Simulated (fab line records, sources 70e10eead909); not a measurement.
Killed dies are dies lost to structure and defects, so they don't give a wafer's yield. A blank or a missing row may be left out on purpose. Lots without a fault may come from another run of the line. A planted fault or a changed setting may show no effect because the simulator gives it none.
Chamber matching | flow nand_harc | NHARC_THIN_TSV_CMP_01 on cmp-04: 4 sister chambers
The step polishes. 4 wafers are shown with their chamber, then 8 later ones without.

WAFERS WITH THEIR CHAMBER
wafer  | chamber | motor_current_A (A)
L285.2 | 2       | 10.7
L287.5 | 3       | 11.0
L291.2 | 1       | 10.8
L295.1 | 0       | 12.3

WAFERS WITHOUT THEIR CHAMBER
wafer  | motor_current_A (A)
L295.3 | 11.6
L295.6 | 12.4
L298.1 | 11.3
L298.2 | 10.5
L298.5 | 9.9
L300.1 | 11.2
L300.2 | 10.1
L300.6 | 11.9

WHICH CHAMBER EACH WENT THROUGH
wafer  | from the rows above               | in truth
L295.3 | can't be placed: 3 or 0 or 1 or 2 | 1
L295.6 | 0                                 | 0
L298.1 | can't be placed: 3 or 1 or 2 or 0 | 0
L298.2 | can't be placed: 2 or 1 or 3      | 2
L298.5 | can't be placed: 2 or 1 or 3      | 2
L300.1 | can't be placed: 3 or 1 or 2 or 0 | 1
L300.2 | can't be placed: 2 or 1 or 3      | 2
L300.6 | can't be placed: 0 or 3 or 1 or 2 | 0
Placed correctly: 1 of 8. Can't be placed from these rows: 7 (the true chamber is among the candidates in 7). Placed wrongly: 0.
How it was worked out, from the rows above alone: a wafer's distance from a chamber is the root of the sum, over the readings, of the square of ((its reading less the chamber's mean) divided by the reading's scatter). The wafer belongs to the nearest chamber; if the next one is less than 2 further off, it can't be placed. A chamber's mean is the mean of its shown wafers. The scatter: with one shown wafer a chamber, the root of the mean of the squares of how far each hidden wafer lies from its nearest shown one.
